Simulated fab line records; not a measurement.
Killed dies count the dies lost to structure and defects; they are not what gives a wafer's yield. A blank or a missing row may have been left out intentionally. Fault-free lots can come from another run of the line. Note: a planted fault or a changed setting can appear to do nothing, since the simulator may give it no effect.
Chamber matching || flow n5-finfet || rie-diel-05 running N5_HKMG_FIN_ETCH_58: 4 sister chambers
The step etches SOC in N2/H2, target depth 215.8 nm, time 741 s. 4 wafers are shown with their chamber, then 7 later ones without.

EACH WAFER AND ITS CHAMBER
{"wafer": "L491.4", "chamber": 3, "drypump-motor-current-A (A)": 5.3}
{"wafer": "L492.2", "chamber": 1, "drypump-motor-current-A (A)": 6.2}
{"wafer": "L496.1", "chamber": 0, "drypump-motor-current-A (A)": 5.2}
{"wafer": "L496.2", "chamber": 2, "drypump-motor-current-A (A)": 6.3}

WAFERS WITH NO CHAMBER GIVEN
{"wafer": "L496.3", "drypump-motor-current-A (A)": 6.2}
{"wafer": "L497.2", "drypump-motor-current-A (A)": 5.2}
{"wafer": "L497.3", "drypump-motor-current-A (A)": 6.3}
{"wafer": "L497.6", "drypump-motor-current-A (A)": 5.4}
{"wafer": "L498.1", "drypump-motor-current-A (A)": 5.2}
{"wafer": "L498.2", "drypump-motor-current-A (A)": 5.4}
{"wafer": "L498.6", "drypump-motor-current-A (A)": 5.4}

THE CHAMBER EACH PASSED THROUGH
{"wafer": "L496.3", "from the rows above": "can't be placed: 1 or 2", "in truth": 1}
{"wafer": "L497.2", "from the rows above": "can't be placed: 0 or 3", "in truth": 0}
{"wafer": "L497.3", "from the rows above": "can't be placed: 2 or 1", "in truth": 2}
{"wafer": "L497.6", "from the rows above": "can't be placed: 3 or 0", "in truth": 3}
{"wafer": "L498.1", "from the rows above": "can't be placed: 0 or 3", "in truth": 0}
{"wafer": "L498.2", "from the rows above": "can't be placed: 3 or 0", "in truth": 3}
{"wafer": "L498.6", "from the rows above": "can't be placed: 3 or 0", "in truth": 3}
Correct placement for 0 of the 7. Cannot be placed on the basis of these rows: 7; the candidates contain the true chamber in 7. 0 placed wrongly.
How it was worked out, from the rows above alone: a wafer's distance from a chamber is the root of the sum, over the readings, of the square of ((its reading less the chamber's mean) divided by the reading's scatter). If the next closest chamber is less than 2 further off than the closest, the wafer can't be placed; otherwise it belongs to the closest. The mean given for a chamber averages the wafers shown for that chamber. The scatter (one wafer shown for each chamber): square how far every hidden wafer sits from the nearest shown wafer, average those squares and take the square root.
